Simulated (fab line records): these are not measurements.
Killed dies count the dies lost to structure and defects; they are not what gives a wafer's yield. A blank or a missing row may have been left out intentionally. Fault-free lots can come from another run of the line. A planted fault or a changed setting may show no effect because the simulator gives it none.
Chamber matching | flow nandHarc | 4 sister chambers for NHARC_P_STI_ETCH_15 on rieSi-04
The step etches the open film in HBr/Cl2, target depth 300 nm, time 100.1 s. 8 wafers are shown with their chamber, then 9 later ones without.

WAFERS PAIRED WITH THEIR CHAMBERS
wafer  | chamber | drypumpMotorCurrentA (A) | throttleValvePct (%)
L075.1 | 0       | 6.2                      | 26.397
L075.6 | 0       | 6.2                      | 26.405
L079.2 | 1       | 6.1                      | 26.399
L081.4 | 1       | 6.1                      | 26.409
L081.6 | 3       | 5.3                      | 26.408
L086.1 | 2       | 6.6                      | 26.413
L086.3 | 3       | 5.2                      | 26.395
L086.6 | 2       | 6.6                      | 26.396

WAFERS WITHOUT THEIR CHAMBER
wafer  | drypumpMotorCurrentA (A) | throttleValvePct (%)
L090.1 | 6.2                      | 26.394
L090.3 | 6.6                      | 26.408
L090.6 | 6.2                      | 26.423
L091.1 | 6.2                      | 26.386
L091.5 | 6.2                      | 26.406
L091.6 | 5.3                      | 26.417
L096.2 | 6.1                      | 26.403
L096.4 | 5.3                      | 26.417
L096.6 | 5.3                      | 26.413

EACH ONE'S CHAMBER
wafer  | from the rows above     | in truth
L090.1 | 0                       | 0
L090.3 | 2                       | 2
L090.6 | can't be placed: 0 or 1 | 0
L091.1 | can't be placed: 0 or 1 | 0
L091.5 | 0                       | 0
L091.6 | 3                       | 3
L096.2 | 1                       | 1
L096.4 | 3                       | 3
L096.6 | 3                       | 3
Correctly placed: 7 of 9. Can't be placed from these rows: 2 (the true chamber is among the candidates in 2). 0 placed wrongly.
How it was worked out, from the rows above alone: a wafer's distance from a chamber is the root of the sum, over the readings, of the square of ((its reading less the chamber's mean) divided by the reading's scatter). If the next closest chamber is less than 2 further off than the closest, the wafer can't be placed; otherwise it belongs to the closest. Each chamber's mean is taken over the wafers shown for it. The scatter: the root of (the sum of the squares of (reading less its chamber's mean) over the shown wafers, divided by (wafers less chambers)).
